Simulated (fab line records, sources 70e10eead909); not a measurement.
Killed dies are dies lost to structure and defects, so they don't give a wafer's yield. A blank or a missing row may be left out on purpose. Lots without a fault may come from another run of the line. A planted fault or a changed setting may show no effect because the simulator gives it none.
Which tool did it? | flow nand_harc | 24 lots, 72 wafers sampled, at 6 steps of a route of 1159

WHAT THE GAUGES READ, wafer by wafer
The record holds no reading of a measuring or inspecting step that can be judged against a usual standard deviation.

WHICH TOOL RAN EACH LOT (tool, then ch and the chambers of the sampled wafers, then the start)
lot  | NHARC_A_STAIRCASE_ETCH_225                    | NHARC_A_STAIRCASE_TRIM_231                    | NHARC_A_STAIRCASE_ETCH_236                    | NHARC_A_STAIRCASE_DEP_301       | NHARC_A_STAIRCASE_ETCHBACK_416                | NHARC_A_STAIRCASE_STRIP_446
L074 | rie_diel-08 ch 2,3, day 11 22:54 or earlier   | rie_diel-01 ch 0,2,3, day 11 22:54 or earlier | rie_diel-01 ch 2,3, day 11 22:54 or earlier   | pecvd-01 ch 0,2, day 11 22:54   | rie_diel-08 ch 0,1,2, day 13 19:52 or earlier | plasma_asher-02 ch 0,1, day 13 19:52
L075 | rie_diel-08 ch 2,3, day 12 00:44 or earlier   | rie_diel-08 ch 0,2,3, day 12 00:44 or earlier | rie_diel-08 ch 0,1,2, day 12 00:44 or earlier | pecvd-01 ch 0,2, day 12 00:44   | rie_diel-08 ch 1,2, day 13 19:37 or earlier   | plasma_asher-02 ch 0,1, day 13 19:37
L077 | rie_diel-03 ch 0,1,3, day 12 03:01 or earlier | rie_diel-08 ch 0,1,3, day 12 03:01 or earlier | rie_diel-08 ch 1,2,3, day 12 03:01 or earlier | pecvd-01 ch 0,1,2, day 12 03:01 | rie_diel-08 ch 0,1,3, day 14 00:39 or earlier | plasma_asher-01 ch 0,1, day 14 00:39
L076 | rie_diel-08 ch 0,3, day 12 08:34 or earlier   | rie_diel-08 ch 0,1,2, day 12 08:34 or earlier | rie_diel-08 ch 1,2,3, day 12 08:34 or earlier | pecvd-03 ch 0,2, day 12 08:34   | rie_diel-03 ch 0,2,3, day 14 05:18 or earlier | plasma_asher-02 ch 0,1, day 14 05:18
L078 | rie_diel-08 ch 0,2, day 12 10:05 or earlier   | rie_diel-08 ch 0,1,3, day 12 10:05 or earlier | rie_diel-08 ch 0,3, day 12 10:05 or earlier   | pecvd-01 ch 0,2, day 12 10:05   | rie_diel-03 ch 1,2,3, day 14 05:35 or earlier | plasma_asher-02 ch 0, day 14 05:35
L079 | rie_diel-01 ch 0,1,2, day 12 11:54 or earlier | rie_diel-08 ch 0,1,2, day 12 11:54 or earlier | rie_diel-08 ch 1,2, day 12 11:54 or earlier   | pecvd-02 ch 0,1, day 12 11:54   | rie_diel-01 ch 1,2,3, day 14 05:31 or earlier | plasma_asher-01 ch 0,1, day 14 05:31
L080 | rie_diel-08 ch 0,1,2, day 13 11:28 or earlier | rie_diel-03 ch 1,2,3, day 13 11:28 or earlier | rie_diel-03 ch 1,2,3, day 13 11:28 or earlier | pecvd-02 ch 0,1,2, day 13 11:28 | rie_diel-03 ch 1,2,3, day 15 11:02 or earlier | plasma_asher-01 ch 0,1, day 15 11:02
L082 | rie_diel-03 ch 2,3, day 13 23:35 or earlier   | rie_diel-03 ch 0,2,3, day 13 23:35 or earlier | rie_diel-03 ch 1,2, day 13 23:35 or earlier   | pecvd-03 ch 1,2, day 13 23:35   | rie_diel-01 ch 0,1,2, day 16 00:24 or earlier | plasma_asher-01 ch 0,1, day 16 00:24
L081 | rie_diel-01 ch 1,2, day 13 21:52 or earlier   | rie_diel-03 ch 1,2, day 13 21:52 or earlier   | rie_diel-03 ch 0,1,2, day 13 21:52 or earlier | pecvd-03 ch 1,2, day 13 21:52   | rie_diel-01 ch 0,1,3, day 15 22:40 or earlier | plasma_asher-01 ch 0,1, day 15 22:40
L084 | rie_diel-08 ch 0,1,3, day 14 01:26 or earlier | rie_diel-03 ch 2,3, day 14 01:26 or earlier   | rie_diel-03 ch 0,3, day 14 01:26 or earlier   | pecvd-03 ch 0,1,2, day 14 01:26 | rie_diel-03 ch 1,2,3, day 16 00:10 or earlier | plasma_asher-02 ch 0,1, day 16 00:10
L083 | rie_diel-01 ch 0,3, day 14 02:52 or earlier   | rie_diel-01 ch 0,1,2, day 14 02:52 or earlier | rie_diel-01 ch 2,3, day 14 02:52 or earlier   | pecvd-01 ch 0,1, day 14 02:52   | rie_diel-01 ch 1,2, day 15 22:40 or earlier   | plasma_asher-02 ch 0,1, day 15 22:40
L089 | rie_diel-03 ch 1,2, day 14 21:24 or earlier   | rie_diel-08 ch 0,3, day 14 21:24 or earlier   | rie_diel-08 ch 0,2,3, day 14 21:24 or earlier | pecvd-03 ch 0,1, day 14 21:24   | rie_diel-01 ch 1,2, day 16 23:25 or earlier   | plasma_asher-02 ch 0,1, day 16 23:25
L085 | rie_diel-08 ch 0,1,3, day 14 21:54 or earlier | rie_diel-08 ch 0,1,3, day 14 21:54 or earlier | rie_diel-08 ch 0,1,3, day 14 21:54 or earlier | pecvd-01 ch 0,1,2, day 14 21:54 | rie_diel-01 ch 0,1,3, day 16 21:52 or earlier | plasma_asher-02 ch 0,1, day 16 21:52
L086 | rie_diel-03 ch 1,2,3, day 15 01:53 or earlier | rie_diel-08 ch 1,2, day 15 01:53 or earlier   | rie_diel-08 ch 0,1,3, day 15 01:53 or earlier | pecvd-01 ch 0,1, day 15 01:53   | rie_diel-03 ch 1,3, day 16 22:11 or earlier   | plasma_asher-02 ch 0, day 16 22:11
L087 | rie_diel-08 ch 1,2, day 15 03:29 or earlier   | rie_diel-03 ch 2,3, day 15 03:29 or earlier   | rie_diel-03 ch 0,1,3, day 15 03:29 or earlier | pecvd-03 ch 0,1, day 15 03:29   | rie_diel-01 ch 0,3, day 16 22:02 or earlier   | plasma_asher-01 ch 0,1, day 16 22:02
L088 | rie_diel-03 ch 0,1,3, day 15 07:48 or earlier | rie_diel-08 ch 2,3, day 15 07:48 or earlier   | rie_diel-08 ch 0,2,3, day 15 07:48 or earlier | pecvd-03 ch 0,1,2, day 15 07:48 | rie_diel-01 ch 0,1,3, day 17 10:04 or earlier | plasma_asher-02 ch 0,1, day 17 10:04
L090 | rie_diel-03 ch 0,1,3, day 15 16:19 or earlier | rie_diel-01 ch 1,3, day 15 16:19 or earlier   | rie_diel-01 ch 0,1, day 15 16:19 or earlier   | pecvd-02 ch 0,1, day 15 16:19   | rie_diel-01 ch 0,3, day 17 15:52 or earlier   | plasma_asher-01 ch 0,1, day 17 15:52
L091 | rie_diel-03 ch 1,2,3, day 15 21:19 or earlier | rie_diel-03 ch 1,2,3, day 15 21:19 or earlier | rie_diel-03 ch 0,1,3, day 15 21:19 or earlier | pecvd-02 ch 0,1,2, day 15 21:19 | rie_diel-08 ch 0,1,2, day 17 20:05 or earlier | plasma_asher-02 ch 0,1, day 17 20:05
L092 | rie_diel-03 ch 0,1,3, day 16 12:45 or earlier | rie_diel-08 ch 2,3, day 16 12:45 or earlier   | rie_diel-08 ch 1,2,3, day 16 12:45 or earlier | pecvd-02 ch 0,1,2, day 16 12:45 | rie_diel-08 ch 0,3, day 18 15:17 or earlier   | plasma_asher-02 ch 0,1, day 18 15:17
L094 | rie_diel-08 ch 0,2,3, day 17 02:47 or earlier | rie_diel-08 ch 0,1,2, day 17 02:47 or earlier | rie_diel-08 ch 0,1,2, day 17 02:47 or earlier | pecvd-01 ch 0,1,2, day 17 02:47 | rie_diel-01 ch 0,2,3, day 19 01:04 or earlier | plasma_asher-02 ch 0,1, day 19 01:04
L093 | rie_diel-08 ch 2,3, day 17 04:24 or earlier   | rie_diel-01 ch 1,2,3, day 17 04:24 or earlier | rie_diel-01 ch 1,2,3, day 17 04:24 or earlier | pecvd-02 ch 0,2, day 17 04:24   | rie_diel-01 ch 0,1,3, day 19 01:23 or earlier | plasma_asher-01 ch 0,1, day 19 01:23
L095 | rie_diel-03 ch 1,3, day 17 06:25 or earlier   | rie_diel-08 ch 0,3, day 17 06:25 or earlier   | rie_diel-08 ch 0,2,3, day 17 06:25 or earlier | pecvd-01 ch 0,2, day 17 06:25   | rie_diel-08 ch 0,2,3, day 19 07:28 or earlier | plasma_asher-01 ch 0,1, day 19 07:28
L096 | rie_diel-01 ch 1,2,3, day 17 08:09 or earlier | rie_diel-01 ch 1,2,3, day 17 08:09 or earlier | rie_diel-01 ch 0,1,2, day 17 08:09 or earlier | pecvd-02 ch 0,1, day 17 08:09   | rie_diel-08 ch 0,1,3, day 19 07:11 or earlier | plasma_asher-01 ch 0,1, day 19 07:11
L097 | rie_diel-01 ch 0,1,3, day 17 21:55 or earlier | rie_diel-08 ch 0,1,2, day 17 21:55 or earlier | rie_diel-08 ch 1,3, day 17 21:55 or earlier   | pecvd-01 ch 0,1, day 17 21:55   | rie_diel-08 ch 1,2,3, day 19 23:13 or earlier | plasma_asher-02 ch 0,1, day 19 23:13
- NHARC_A_STAIRCASE_ETCH_225: etches the open film in C4F8/O2, target depth 100 nm, time 40.5 s.
- NHARC_A_STAIRCASE_TRIM_231: chemistry O2, time 211.2 s.
- NHARC_A_STAIRCASE_ETCH_236: etches the open film in C4F8/O2, target depth 100 nm, time 40.5 s.
- NHARC_A_STAIRCASE_DEP_301: deposits SiON, target thk 30 nm.
- NHARC_A_STAIRCASE_ETCHBACK_416: etches the open film in C4F8/O2/Ar, target depth 36 nm, time 7.2 s.
- NHARC_A_STAIRCASE_STRIP_446: strips in O2.

WHAT THE TOOLS THEMSELVES READ (means of the sampled wafers that have a number; where no wafer has one, the mark that the record gives instead)
NHARC_A_STAIRCASE_ETCH_225. Usual: oes_product_au 0.946 a.u., standard deviation 0.014; rf_vpp_V 896 V, standard deviation 4.6.
lot  | tool        | oes_product_au (a.u.) | rf_vpp_V (V) | flag
L074 | rie_diel-08 | 0.948                 | 894          |
L075 | rie_diel-08 | 0.951                 | 896          |
L077 | rie_diel-03 | 0.939                 | 895          |
L076 | rie_diel-08 | 0.960                 | 894          |
L078 | rie_diel-08 | 0.947                 | 897          |
L079 | rie_diel-01 | 0.935                 | 898          |
L080 | rie_diel-08 | 0.953                 | 895          |
L082 | rie_diel-03 | 0.951                 | 898          |
L081 | rie_diel-01 | 0.921                 | 904          |
L084 | rie_diel-08 | 0.953                 | 893          |
L083 | rie_diel-01 | 0.930                 | 896          |
L089 | rie_diel-03 | 0.951                 | 897          |
L085 | rie_diel-08 | 0.956                 | 893          |
L086 | rie_diel-03 | 0.946                 | 896          |
L087 | rie_diel-08 | 0.963                 | 895          |
L088 | rie_diel-03 | 0.944                 | 895          |
L090 | rie_diel-03 | 0.945                 | 894          |
L091 | rie_diel-03 | 0.937                 | 895          |
L092 | rie_diel-03 | 0.939                 | 895          |
L094 | rie_diel-08 | 0.956                 | 895          |
L093 | rie_diel-08 | 0.965                 | 892          |
L095 | rie_diel-03 | 0.940                 | 893          |
L096 | rie_diel-01 | 0.936                 | 902          |
L097 | rie_diel-01 | 0.926                 | 903          |

NHARC_A_STAIRCASE_TRIM_231. Usual: drypump_motor_current_A 6.0 A, standard deviation 0.42; oes_product_au 1.006 a.u., standard deviation 0.016; rf_vpp_V 57.8 V, standard deviation 0.83; showerhead_plenum_p_Torr 3.53 Torr, standard deviation 0.13; throttle_valve_pct 17.037 %, standard deviation 0.0095.
lot  | tool        | drypump_motor_current_A (A) | oes_product_au (a.u.) | rf_vpp_V (V) | showerhead_plenum_p_Torr (Torr) | throttle_valve_pct (%) | flag
L074 | rie_diel-01 | 5.7                         | 0.991                 | 58.1         | 3.57                            | 17.038                 |
L075 | rie_diel-08 | 6.3                         | 1.018                 | 57.2         | 3.50                            | 17.037                 |
L077 | rie_diel-08 | 6.2                         | 1.019                 | 57.9         | 3.45                            | 17.042                 |
L076 | rie_diel-08 | 6.2                         | 1.005                 | 58.0         | 3.52                            | 17.030                 |
L078 | rie_diel-08 | 6.3                         | 1.009                 | 56.9         | 3.45                            | 17.037                 |
L079 | rie_diel-08 | 6.2                         | 1.006                 | 57.3         | 3.52                            | 17.043                 |
L080 | rie_diel-03 | 5.6                         | 0.999                 | 57.6         | 3.51                            | 17.039                 |
L082 | rie_diel-03 | 5.6                         | 0.999                 | 58.4         | 3.57                            | 17.038                 |
L081 | rie_diel-03 | 5.6                         | 0.997                 | 57.1         | 3.49                            | 17.040                 |
L084 | rie_diel-03 | 5.6                         | 0.991                 | 56.9         | 3.53                            | 17.041                 |
L083 | rie_diel-01 | 5.8                         | 0.987                 | 57.1         | 3.59                            | 17.033                 |
L089 | rie_diel-08 | 6.3                         | 1.030                 | 57.9         | 3.47                            | 17.042                 |
L085 | rie_diel-08 | 6.3                         | 1.016                 | 58.2         | 3.44                            | 17.038                 |
L086 | rie_diel-08 | 6.2                         | 1.007                 | 57.8         | 3.53                            | 17.031                 |
L087 | rie_diel-03 | 5.5                         | 1.002                 | 58.4         | 3.57                            | 17.036                 |
L088 | rie_diel-08 | 6.3                         | 1.022                 | 58.2         | 3.51                            | 17.049                 |
L090 | rie_diel-01 | 5.1                         | 0.984                 | 58.6         | 3.70                            | 17.038                 |
L091 | rie_diel-03 | 5.6                         | 1.001                 | 57.8         | 3.50                            | 17.038                 |
L092 | rie_diel-08 | 6.4                         | 1.028                 | 56.8         | 3.43                            | 17.028                 |
L094 | rie_diel-08 | 6.2                         | 1.005                 | 58.2         | 3.50                            | 17.031                 |
L093 | rie_diel-01 | 5.5                         | 0.987                 | 58.0         | 3.71                            | 17.044                 |
L095 | rie_diel-08 | 6.4                         | 1.028                 | 58.1         | 3.41                            | 17.032                 |
L096 | rie_diel-01 | 5.5                         | 0.998                 | 57.5         | 3.71                            | 17.041                 |
L097 | rie_diel-08 | 6.2                         | 1.010                 | 57.3         | 3.50                            | 17.049                 |

NHARC_A_STAIRCASE_ETCH_236. Usual: oes_product_au 0.948 a.u., standard deviation 0.015; rf_vpp_V 896 V, standard deviation 4.7.
lot  | tool        | oes_product_au (a.u.) | rf_vpp_V (V) | flag
L074 | rie_diel-01 | 0.919                 | 902          |
L075 | rie_diel-08 | 0.947                 | 896          |
L077 | rie_diel-08 | 0.959                 | 894          |
L076 | rie_diel-08 | 0.949                 | 894          |
L078 | rie_diel-08 | 0.967                 | 892          |
L079 | rie_diel-08 | 0.937                 | 896          |
L080 | rie_diel-03 | 0.948                 | 896          |
L082 | rie_diel-03 | 0.938                 | 896          |
L081 | rie_diel-03 | 0.948                 | 897          |
L084 | rie_diel-03 | 0.948                 | 898          |
L083 | rie_diel-01 | 0.943                 | 902          |
L089 | rie_diel-08 | 0.962                 | 894          |
L085 | rie_diel-08 | 0.959                 | 892          |
L086 | rie_diel-08 | 0.953                 | 893          |
L087 | rie_diel-03 | 0.945                 | 896          |
L088 | rie_diel-08 | 0.964                 | 895          |
L090 | rie_diel-01 | 0.942                 | 905          |
L091 | rie_diel-03 | 0.942                 | 894          |
L092 | rie_diel-08 | 0.958                 | 893          |
L094 | rie_diel-08 | 0.958                 | 895          |
L093 | rie_diel-01 | 0.938                 | 903          |
L095 | rie_diel-08 | 0.957                 | 895          |
L096 | rie_diel-01 | 0.930                 | 903          |
L097 | rie_diel-08 | 0.957                 | 890          |

NHARC_A_STAIRCASE_DEP_301. Usual: heater_power_w 716 W, standard deviation 78.
lot  | tool     | heater_power_w (W) | flag
L074 | pecvd-01 | 771                |
L075 | pecvd-01 | 809                |
L077 | pecvd-01 | 703                |
L076 | pecvd-03 | 749                |
L078 | pecvd-01 | 772                |
L079 | pecvd-02 | 653                |
L080 | pecvd-02 | 697                |
L082 | pecvd-03 | 705                |
L081 | pecvd-03 | 734                |
L084 | pecvd-03 | 751                |
L083 | pecvd-01 | 686                |
L089 | pecvd-03 | 729                |
L085 | pecvd-01 | 741                |
L086 | pecvd-01 | 676                |
L087 | pecvd-03 | 719                |
L088 | pecvd-03 | 765                |
L090 | pecvd-02 | 639                |
L091 | pecvd-02 | 728                |
L092 | pecvd-02 | 670                |
L094 | pecvd-01 | 703                |
L093 | pecvd-02 | 746                |
L095 | pecvd-01 | 723                |
L096 | pecvd-02 | 691                |
L097 | pecvd-01 | 705                |

NHARC_A_STAIRCASE_ETCHBACK_416. Usual: oes_product_au 0.937 a.u., standard deviation 0.027; rf_vpp_V 725 V, standard deviation 4.5.
lot  | tool        | oes_product_au (a.u.) | rf_vpp_V (V) | flag
L074 | rie_diel-08 | 0.938                 | 723          |
L075 | rie_diel-08 | 0.926                 | 723          |
L077 | rie_diel-08 | 0.942                 | 721          |
L076 | rie_diel-03 | 0.920                 | 725          |
L078 | rie_diel-03 | 1.002                 | 724          |
L079 | rie_diel-01 | 0.915                 | 729          |
L080 | rie_diel-03 | 0.915                 | 722          |
L082 | rie_diel-01 | 0.916                 | 724          |
L081 | rie_diel-01 | 0.918                 | 724          |
L084 | rie_diel-03 | 0.923                 | 722          |
L083 | rie_diel-01 | 0.919                 | 730          |
L089 | rie_diel-01 | 0.992                 | 730          |
L085 | rie_diel-01 | 0.920                 | 730          |
L086 | rie_diel-03 | 0.913                 | 720          |
L087 | rie_diel-01 | 0.979                 | 728          |
L088 | rie_diel-01 | 0.995                 | 729          |
L090 | rie_diel-01 | 0.916                 | 729          |
L091 | rie_diel-08 | 0.930                 | 723          |
L092 | rie_diel-08 | 0.947                 | 719          |
L094 | rie_diel-01 | 0.915                 | 729          |
L093 | rie_diel-01 | 0.921                 | 730          |
L095 | rie_diel-08 | 0.939                 | 721          |
L096 | rie_diel-08 | 0.939                 | 720          |
L097 | rie_diel-08 | 0.938                 | 721          |

NHARC_A_STAIRCASE_STRIP_446. Usual: drypump_motor_current_A 5.63 A, standard deviation 0.29; heater_power_w 350 W, standard deviation 47.
lot  | tool            | drypump_motor_current_A (A) | heater_power_w (W) | flag
L074 | plasma_asher-02 | 5.80                        | 334                |
L075 | plasma_asher-02 | 5.56                        | 361                |
L077 | plasma_asher-01 | 5.52                        | 319                |
L076 | plasma_asher-02 | 5.56                        | 362                |
L078 | plasma_asher-02 | 5.35                        | 393                |
L079 | plasma_asher-01 | 5.63                        | 352                |
L080 | plasma_asher-01 | 5.46                        | 319                |
L082 | plasma_asher-01 | 5.64                        | 358                |
L081 | plasma_asher-01 | 5.63                        | 354                |
L084 | plasma_asher-02 | 5.79                        | 342                |
L083 | plasma_asher-02 | 5.56                        | 368                |
L089 | plasma_asher-02 | 5.79                        | 356                |
L085 | plasma_asher-02 | 5.57                        | 385                |
L086 | plasma_asher-02 | 5.35                        | 409                |
L087 | plasma_asher-01 | 5.51                        | 320                |
L088 | plasma_asher-02 | 5.58                        | 383                |
L090 | plasma_asher-01 | 5.63                        | 351                |
L091 | plasma_asher-02 | 5.79                        | 348                |
L092 | plasma_asher-02 | 5.78                        | 355                |
L094 | plasma_asher-02 | 5.57                        | 383                |
L093 | plasma_asher-01 | 5.49                        | 318                |
L095 | plasma_asher-01 | 5.62                        | 354                |
L096 | plasma_asher-01 | 5.60                        | 351                |
L097 | plasma_asher-02 | 5.56                        | 391                |

THE ANSWER, worked out from the rows above alone
Rule: a lot is off if the mean of its wafers that have a number lies more than 3 standard deviations from the usual mean. A lot without any number at a reading at which 4 lots or more have one is off too. The other lots that the step has rows for count as sound. The gauges are gone through in route order, then the tools' own readings, and for those a lot's mean is taken as printed above. The first step at which some lot is off is used, and at that step the reading that is off furthest; a lot without a number counts as furthest.
No lot is off at any reading shown: from this, nothing can be told.

WHAT THE SIMULATOR HAD PUT IN
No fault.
